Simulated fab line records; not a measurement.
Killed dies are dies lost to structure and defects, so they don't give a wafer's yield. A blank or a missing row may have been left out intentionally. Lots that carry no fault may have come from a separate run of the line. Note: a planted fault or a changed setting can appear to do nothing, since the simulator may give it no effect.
Check for tools in common || flow nand_harc || Lots sampled 12, wafers sampled 36

WHY IT WAS OPENED
Flagged at NHARC_A_CONTACT_OVL_MEAS_43: reading overlay_x_nm, on 3 of 12 lots. Fault-free wafers read 0.2 nm, with a standard deviation of 0.82.
Rule: flag the lot when none of its wafers has a number, or when each of its wafers that has one lies beyond 4 standard deviations from that mean. As for the other lots, they are considered sound.

{"lot": "L709", "measured": "day 21 10:49", "on": "overlay-02", "overlay_x_nm (nm), wafer by wafer": "0.4 0.7 1.2", "flag": ""}
{"lot": "L710", "measured": "day 21 22:54", "on": "overlay-01", "overlay_x_nm (nm), wafer by wafer": "1.0 0.2 1.0", "flag": ""}
{"lot": "L712", "measured": "day 22 10:40", "on": "overlay-02", "overlay_x_nm (nm), wafer by wafer": "0.8 0.6 0.9", "flag": ""}
{"lot": "L711", "measured": "day 22 11:47", "on": "overlay-02", "overlay_x_nm (nm), wafer by wafer": "-0.2 -0.3 0.2", "flag": ""}
{"lot": "L714", "measured": "day 23 13:04", "on": "overlay-02", "overlay_x_nm (nm), wafer by wafer": "1.5 1.6 2.3", "flag": ""}
{"lot": "L720", "measured": "day 25 09:56", "on": "overlay-02", "overlay_x_nm (nm), wafer by wafer": "7.7 7.8 7.8", "flag": "FLAGGED"}
{"lot": "L722", "measured": "day 26 11:49", "on": "overlay-01", "overlay_x_nm (nm), wafer by wafer": "7.3 7.7 7.9", "flag": "FLAGGED"}
{"lot": "L723", "measured": "day 27 02:28", "on": "overlay-01", "overlay_x_nm (nm), wafer by wafer": "7.8 7.7 7.4", "flag": "FLAGGED"}
{"lot": "L724", "measured": "day 27 03:20", "on": "overlay-01", "overlay_x_nm (nm), wafer by wafer": "0.1 0.8 0.5", "flag": ""}
{"lot": "L728", "measured": "day 29 02:14", "on": "overlay-02", "overlay_x_nm (nm), wafer by wafer": "0.6 0.2 0.3", "flag": ""}
{"lot": "L727", "measured": "day 29 04:53", "on": "overlay-02", "overlay_x_nm (nm), wafer by wafer": "0.3 1.2 0.3", "flag": ""}
{"lot": "L732", "measured": "day 30 07:00", "on": "overlay-02", "overlay_x_nm (nm), wafer by wafer": "-0.1 -0.1 -1.0", "flag": ""}
The mean of the flagged lots' numbers is 7.7 nm, +7.5 nm from the usual (+9 standard deviations).

EACH LOT AND THE TOOL IT RAN ON
The record holds 3 process steps before the reading, out of a route of 1302 steps. In each cell: the tool, then ch and the chambers that the sampled wafers went through, then the start.
{"lot": "L709", "flag": "", "NHARC_A_WL_FILL_ETCHBACK_17": "rie_metal-01 ch 0,1, day 20 23:16", "NHARC_A_WL_FILL_ALD_19": "ald_metal-01 ch 0,1,2, day 21 03:39", "NHARC_A_CONTACT_EXPOSE_39": "arfi_scanner-01 ch 0, day 21 10:35"}
{"lot": "L710", "flag": "", "NHARC_A_WL_FILL_ETCHBACK_17": "rie_metal-01 ch 0,1, day 21 08:18", "NHARC_A_WL_FILL_ALD_19": "ald_metal-04 ch 0,3, day 21 13:42", "NHARC_A_CONTACT_EXPOSE_39": "arfi_scanner-02 ch 0, day 21 22:41"}
{"lot": "L712", "flag": "", "NHARC_A_WL_FILL_ETCHBACK_17": "rie_metal-02 ch 1, day 21 19:12", "NHARC_A_WL_FILL_ALD_19": "ald_metal-01 ch 0,1, day 22 00:31", "NHARC_A_CONTACT_EXPOSE_39": "arfi_scanner-02 ch 0, day 22 10:27"}
{"lot": "L711", "flag": "", "NHARC_A_WL_FILL_ETCHBACK_17": "rie_metal-01 ch 0,1, day 21 18:02", "NHARC_A_WL_FILL_ALD_19": "ald_metal-04 ch 2,3, day 22 00:31", "NHARC_A_CONTACT_EXPOSE_39": "arfi_scanner-03 ch 0, day 22 11:33"}
{"lot": "L714", "flag": "", "NHARC_A_WL_FILL_ETCHBACK_17": "rie_metal-02 ch 0,1, day 23 00:30", "NHARC_A_WL_FILL_ALD_19": "ald_metal-02 ch 0,2, day 23 05:55", "NHARC_A_CONTACT_EXPOSE_39": "arfi_scanner-01 ch 0, day 23 12:50"}
{"lot": "L720", "flag": "FLAGGED", "NHARC_A_WL_FILL_ETCHBACK_17": "rie_metal-02 ch 0,1, day 24 21:47", "NHARC_A_WL_FILL_ALD_19": "ald_metal-01 ch 0,1,2, day 25 03:12", "NHARC_A_CONTACT_EXPOSE_39": "arfi_scanner-02 ch 0, day 25 09:43"}
{"lot": "L722", "flag": "FLAGGED", "NHARC_A_WL_FILL_ETCHBACK_17": "rie_metal-03 ch 0,1, day 25 22:26", "NHARC_A_WL_FILL_ALD_19": "ald_metal-04 ch 2,3, day 26 03:49", "NHARC_A_CONTACT_EXPOSE_39": "arfi_scanner-02 ch 0, day 26 11:35"}
{"lot": "L723", "flag": "FLAGGED", "NHARC_A_WL_FILL_ETCHBACK_17": "rie_metal-03 ch 0,1, day 26 14:23", "NHARC_A_WL_FILL_ALD_19": "ald_metal-04 ch 0,2, day 26 19:47", "NHARC_A_CONTACT_EXPOSE_39": "arfi_scanner-02 ch 0, day 27 02:14"}
{"lot": "L724", "flag": "", "NHARC_A_WL_FILL_ETCHBACK_17": "rie_metal-02 ch 0,1, day 26 14:21", "NHARC_A_WL_FILL_ALD_19": "ald_metal-01 ch 0,2,3, day 26 19:49", "NHARC_A_CONTACT_EXPOSE_39": "arfi_scanner-03 ch 0, day 27 03:06"}
{"lot": "L728", "flag": "", "NHARC_A_WL_FILL_ETCHBACK_17": "rie_metal-03 ch 0,1, day 28 14:04", "NHARC_A_WL_FILL_ALD_19": "ald_metal-04 ch 1,3, day 28 19:36", "NHARC_A_CONTACT_EXPOSE_39": "arfi_scanner-01 ch 0, day 29 02:01"}
{"lot": "L727", "flag": "", "NHARC_A_WL_FILL_ETCHBACK_17": "rie_metal-02 ch 0,1, day 28 14:56", "NHARC_A_WL_FILL_ALD_19": "ald_metal-02 ch 1,2,3, day 28 19:35", "NHARC_A_CONTACT_EXPOSE_39": "arfi_scanner-03 ch 0, day 29 04:40"}
{"lot": "L732", "flag": "", "NHARC_A_WL_FILL_ETCHBACK_17": "rie_metal-03 ch 0,1, day 29 17:26", "NHARC_A_WL_FILL_ALD_19": "ald_metal-02 ch 0,1,3, day 29 22:54", "NHARC_A_CONTACT_EXPOSE_39": "arfi_scanner-03 ch 0, day 30 06:46"}
These steps, and what they do:
- NHARC_A_WL_FILL_ETCHBACK_17: etches the open film in Cl2/BCl3, target depth 4 nm, time 26.7 s.
- NHARC_A_WL_FILL_ALD_19: deposits TiN, target thk 2 nm, pulse time 3 s, ald cycles 100.
- NHARC_A_CONTACT_EXPOSE_39: exposes mask A CC 3.
- NHARC_A_CONTACT_OVL_MEAS_43

FLAGGED AGAINST TOTAL, ONE TOOL AT A TIME (gauges that did the reading follow at the end)
{"step": "NHARC_A_WL_FILL_ETCHBACK_17", "tool": "rie_metal-01", "lots run": 3, "flagged": 0, "share of the flagged lots": "none", "sound lots run after its first flagged lot": "-"}
{"step": "NHARC_A_WL_FILL_ETCHBACK_17", "tool": "rie_metal-02", "lots run": 5, "flagged": 1, "share of the flagged lots": "some", "sound lots run after its first flagged lot": "2 (L724,L727)"}
{"step": "NHARC_A_WL_FILL_ETCHBACK_17", "tool": "rie_metal-03", "lots run": 4, "flagged": 2, "share of the flagged lots": "some", "sound lots run after its first flagged lot": "2 (L728,L732)"}
{"step": "NHARC_A_WL_FILL_ALD_19", "tool": "ald_metal-01", "lots run": 4, "flagged": 1, "share of the flagged lots": "some", "sound lots run after its first flagged lot": "1 (L724)"}
{"step": "NHARC_A_WL_FILL_ALD_19", "tool": "ald_metal-02", "lots run": 3, "flagged": 0, "share of the flagged lots": "none", "sound lots run after its first flagged lot": "-"}
{"step": "NHARC_A_WL_FILL_ALD_19", "tool": "ald_metal-04", "lots run": 5, "flagged": 2, "share of the flagged lots": "some", "sound lots run after its first flagged lot": "1 (L728)"}
{"step": "NHARC_A_CONTACT_EXPOSE_39", "tool": "arfi_scanner-01", "lots run": 3, "flagged": 0, "share of the flagged lots": "none", "sound lots run after its first flagged lot": "-"}
{"step": "NHARC_A_CONTACT_EXPOSE_39", "tool": "arfi_scanner-02", "lots run": 5, "flagged": 3, "share of the flagged lots": "all", "sound lots run after its first flagged lot": 0}
{"step": "NHARC_A_CONTACT_EXPOSE_39", "tool": "arfi_scanner-03", "lots run": 4, "flagged": 0, "share of the flagged lots": "none", "sound lots run after its first flagged lot": "-"}
{"step": "NHARC_A_CONTACT_OVL_MEAS_43", "tool": "overlay-01", "lots run": 4, "flagged": 2, "share of the flagged lots": "some", "sound lots run after its first flagged lot": "1 (L724)"}
{"step": "NHARC_A_CONTACT_OVL_MEAS_43", "tool": "overlay-02", "lots run": 8, "flagged": 1, "share of the flagged lots": "some", "sound lots run after its first flagged lot": "3 (L728,L727,L732)"}

WHAT THE TABLE PERMITS
Rows of the table that ran each flagged lot: 1, that is arfi_scanner-02 at NHARC_A_CONTACT_EXPOSE_39.
- arfi_scanner-02 at NHARC_A_CONTACT_EXPOSE_39: 3 of its 5 lots flagged. Last sound lot L712 at day 22 10:27, first flagged lot L720 at day 25 09:43; a fault beginning in between fits.
One tool is left: arfi_scanner-02 at NHARC_A_CONTACT_EXPOSE_39.

WHAT THE SIMULATOR HAD INSERTED
Scanner matching overlay: arfi_scanner-02, from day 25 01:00 on, at NHARC_A_CONTACT_EXPOSE_39. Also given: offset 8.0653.
Lots struck among those shown: L720, L722, L723. The rule given above showed the same thing.
